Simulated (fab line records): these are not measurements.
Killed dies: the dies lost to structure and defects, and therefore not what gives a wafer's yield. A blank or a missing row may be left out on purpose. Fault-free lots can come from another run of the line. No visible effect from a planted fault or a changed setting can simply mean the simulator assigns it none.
8D (eight disciplines) problem report, filled in by code ; flow n5 finfet ; the parts of the form that need people (team, actions taken, sign-off) are left out

== 1. WHAT WENT WRONG ==
head pressure psi at N5_BEOL_M15_CMP_49 reads a mean of 2.408 psi on 3 wafers of 2 lots; wafers without a fault read 2.000 psi with a standard deviation of 0.0043. Measured from the usual mean, that is +95 standard deviations.
The step: polishes, stops on SiO2, t overpolish 4.9 s, target thk 850 nm.
First observed at day 14 18:52: wafer L209.1, on cmp-03. The record holds 18 wafers of 6 lots with a number at this step. Rule for "out", or "out of limits": more than 4 standard deviations from the usual mean. All remaining wafers that have a number are taken as sound.

== 2. WHAT IT IS, WHAT IT ISN'T ==
question;is;is not
which readings at this step;head pressure psi, barrier field endpoint s;retaining ring pressure frac
which lots;L209, L212;L200, L205, L215, L219
which wafers of those lots;L209.1, L209.6, L212.2;L209.3, L212.1, L212.3
read on which tools;cmp-03;cmp-01
when;from day 14 18:52;"up to then (7 sound wafers); but 8 sound wafers of L212, L215, L219 came after"

== 3. WHAT RULES OUT EACH SUSPECT ==
Counting: a tool at a process step up to the reading stays a suspect if it ran every lot that is out. Sound lots after the first of them don't rule it out here, since some wafers of a struck lot are sound.
- cmp-03 at N5_BEOL_M15_CMP_49 (polishes, stops on SiO2, t overpolish 4.9 s, target thk 850 nm): kept. Every lot that is out went through it, the first being L209 (day 14 18:52); the last sound lot it ran before that was L205 (day 13 20:11). On those wafers its own readings are out: barrier field endpoint s, head pressure psi.
- Within cmp-03 at N5_BEOL_M15_CMP_49: the wafers that are out ran in chamber 0; their sound lot-mates ran in chambers 1, 2, 3.
Remaining after the count: cmp-03 at N5_BEOL_M15_CMP_49.

== 4. THE CAUSE (what the simulator had put in) ==
cmp-03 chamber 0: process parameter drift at N5_BEOL_M15_CMP_49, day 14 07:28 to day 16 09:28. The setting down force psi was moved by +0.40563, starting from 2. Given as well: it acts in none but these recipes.
After counting, this tool was the only one left.

== 5. THE EFFECT CHAIN, in route order ==
Each row: a reading whose mean over the struck wafers that have a number lies more than 3 standard deviations from the usual. Readings are gone through only where the record gives a usual standard deviation; hours: the median, over the lots, of the time from a lot's start at the first step in this table giving one to that lot's start at this step; sigmas: the change measured in usual standard deviations.
hours;step;reading;usual;on struck wafers;change;sigmas
0;N5_BEOL_M15_CMP_49;barrier field endpoint s;11.38 s;9.65;-1.73;-7.5
0;N5_BEOL_M15_CMP_49;head pressure psi;2.000 psi;2.408;+0.408;+95
Its process steps:
- N5_BEOL_M15_CMP_49: polishes, stops on SiO2, t overpolish 4.9 s, target thk 850 nm.

== 6. HOW IT WOULD HAVE BEEN CAUGHT EARLIER ==
In this record no reading fell out of limits until day 14 18:52, 11 hours after the fault had begun at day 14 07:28.
